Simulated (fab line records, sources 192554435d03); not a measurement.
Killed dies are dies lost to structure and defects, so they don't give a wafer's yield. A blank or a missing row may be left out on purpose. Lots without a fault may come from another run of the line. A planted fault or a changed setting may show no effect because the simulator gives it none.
Problem report in the 8D (eight disciplines) form, filled by code | flow n5_finfet | the parts of the form that need people (team, actions taken, sign-off) are left out

1. THE PROBLEM
killed_at_M4_up at N5_PASSIVATION_PROBE_49 reads a mean of 54 on 1 wafer of 1 lot; wafers without a fault read 16 with a standard deviation of 7. That is +5.4 standard deviations from the usual mean.
First seen on wafer L918.5, day 16 23:23, on prober-02. The record holds 1 wafer of 1 lot with a number at this step. Rule for "out", or "out of limits": more than 4 standard deviations from the usual mean. The other wafers with a number count as sound.

2. WHAT IT IS AND WHAT IT IS NOT
question                    | is                     | is not
which readings at this step | killed_at_M4_up        | defect_limited_yield, killed_at_M0_to_M3, killed_at_contacts, killed_at_front_end, killed_at_other, killed_dies, killed_open, killed_short, sort_bin_5_function, sort_bin_6_memory, sort_n_pass, sort_yield_pct
which lots                  | L918                   | -
which wafers of those lots  | all that have a number | -
read on which tools         | prober-02              | -
when                        | from day 16 23:23      | up to then (0 sound wafers)

3. SUSPECTS, AND WHAT RULES EACH OUT
Counting: a tool at a process step up to the reading stays a suspect if it ran every lot that is out and no sound lot after the first of them.
- rie_diel-02 at N5_BEOL_M11_TRENCH_ETCH_37 (etches SiCOH lowk in C4F6/O2, target depth 148.83 nm, time 48 s): kept. It ran the lot that is out, L918 (day 15 06:37), and no sound lot after that.
- prober-02 at N5_PASSIVATION_PROBE_49: kept. It ran the lot that is out, L918 (day 16 23:23), and no sound lot after that. Its own readings are out on those wafers: killed_at_M4_up.
Left after counting: rie_diel-02 at N5_BEOL_M11_TRENCH_ETCH_37, prober-02 at N5_PASSIVATION_PROBE_49.

4. THE CAUSE (what the simulator had put in)
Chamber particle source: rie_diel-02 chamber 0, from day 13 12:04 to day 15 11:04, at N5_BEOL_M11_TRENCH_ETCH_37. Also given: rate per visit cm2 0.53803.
Counting left 2 suspects, and this tool is among them.

5. THE CHAIN OF EFFECTS, in route order
Each row: a reading whose mean over the struck wafers that have a number lies more than 3 standard deviations from the usual. Only readings for which the record gives a usual standard deviation are gone through. hours: the time from each lot's start at the first step in this table that gives one to its start at this step, as a median over the lots. sigmas: the change in usual standard deviations.
hours | step                    | reading         | usual | on struck wafers | change | sigmas
0     | N5_PASSIVATION_PROBE_49 | killed_at_M4_up | 16    | 54               | +38    | +5.4
0     | N5_PASSIVATION_PROBE_49 | killed_on_rim   | 13    | 25               | +12    | +3.2
The process steps in it:
- N5_PASSIVATION_PROBE_49

6. WHAT WOULD HAVE CAUGHT IT SOONER
In this record the first reading out of limits was taken at day 16 23:23, 83 hours after the fault began at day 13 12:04.
Of the tool readings at N5_BEOL_M11_TRENCH_ETCH_37 for which the record gives a usual standard deviation, none was out on any struck wafer, so an alarm limit of 4 standard deviations on them would not have fired.
All the lots that are out (1) had begun N5_BEOL_M11_TRENCH_ETCH_37 on rie_diel-02 by day 16 23:23. A hold on the tool at that time would have spared none of them.
